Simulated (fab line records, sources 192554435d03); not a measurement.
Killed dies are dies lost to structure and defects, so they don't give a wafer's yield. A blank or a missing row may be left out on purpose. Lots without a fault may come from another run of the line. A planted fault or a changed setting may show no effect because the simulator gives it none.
Problem report in the 8D (eight disciplines) form, filled by code | flow n5_finfet | the parts of the form that need people (team, actions taken, sign-off) are left out

1. THE PROBLEM
susceptor_temp_C at N5_HKMG_FIN_ALD_71 reads a mean of 382.97 C on 3 wafers of 2 lots; wafers without a fault read 400.03 C with a standard deviation of 0.24. That is -71 standard deviations from the usual mean.
The step: deposits TiN, target thk 1 nm, pulse time 1 s, purge time 3 s.
First seen on wafer L846.2, day 9 03:42, on ald_metal-01. The record holds 26 wafers of 9 lots with a number at this step. Rule for "out", or "out of limits": more than 4 standard deviations from the usual mean. The other wafers with a number count as sound.

2. WHAT IT IS AND WHAT IT IS NOT
question                    | is                     | is not
which readings at this step | susceptor_temp_C       | heater_power_w, precursor_pulse_height_rel
which lots                  | L846, L848             | L829, L831, L834, L835, L840, L849, L851
which wafers of those lots  | L846.2, L848.3, L848.6 | L846.3, L846.4, L848.4
read on which tools         | ald_metal-01           | ald_metal-02, ald_metal-04
when                        | from day 9 03:42       | up to then (17 sound wafers); but 6 sound wafers of L848, L849, L851 came after

3. SUSPECTS, AND WHAT RULES EACH OUT
Counting: a tool at a process step up to the reading stays a suspect if it ran every lot that is out. Sound lots after the first of them don't rule it out here, since some wafers of a struck lot are sound.
- rie_diel-03 at N5_HKMG_FIN_ETCH_35 (etches SOC in N2/H2, target depth 215.8 nm, time 243.4 s): kept. It ran every lot that is out, first L846 (day 9 01:39); its last sound lot up to then is L835 (day 5 21:29).
- ald_metal-01 at N5_HKMG_FIN_ALD_71 (deposits TiN, target thk 1 nm, pulse time 1 s, purge time 3 s): kept. It ran every lot that is out, first L846 (day 9 03:42); its last sound lot up to then is L834 (day 5 16:05). Its own readings are out on those wafers: susceptor_temp_C.
- Within ald_metal-01 at N5_HKMG_FIN_ALD_71: the wafers that are out ran in chamber 1; their sound lot-mates ran in chambers 0, 2, 3.
Left after counting: rie_diel-03 at N5_HKMG_FIN_ETCH_35, ald_metal-01 at N5_HKMG_FIN_ALD_71.

4. THE CAUSE (what the simulator had put in)
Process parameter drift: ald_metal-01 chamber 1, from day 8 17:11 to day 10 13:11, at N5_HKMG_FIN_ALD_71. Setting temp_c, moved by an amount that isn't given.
Counting left 2 suspects, and this tool is among them.

5. THE CHAIN OF EFFECTS, in route order
Each row: a reading whose mean over the struck wafers that have a number lies more than 3 standard deviations from the usual. Only readings for which the record gives a usual standard deviation are gone through. hours: the time from each lot's start at the first step in this table that gives one to its start at this step, as a median over the lots. sigmas: the change in usual standard deviations.
hours | step               | reading          | usual    | on struck wafers | change | sigmas
0     | N5_HKMG_FIN_ALD_71 | susceptor_temp_C | 400.03 C | 382.97           | -17.06 | -71
The process steps in it:
- N5_HKMG_FIN_ALD_71: deposits TiN, target thk 1 nm, pulse time 1 s, purge time 3 s.
Later measuring or inspecting steps at which every struck wafer that the step has a row for has a number for every such reading, and none has moved that far: N5_BEOL_M4_RC_MEAS_101.

6. WHAT WOULD HAVE CAUGHT IT SOONER
In this record the first reading out of limits was taken at day 9 03:42, 11 hours after the fault began at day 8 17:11.
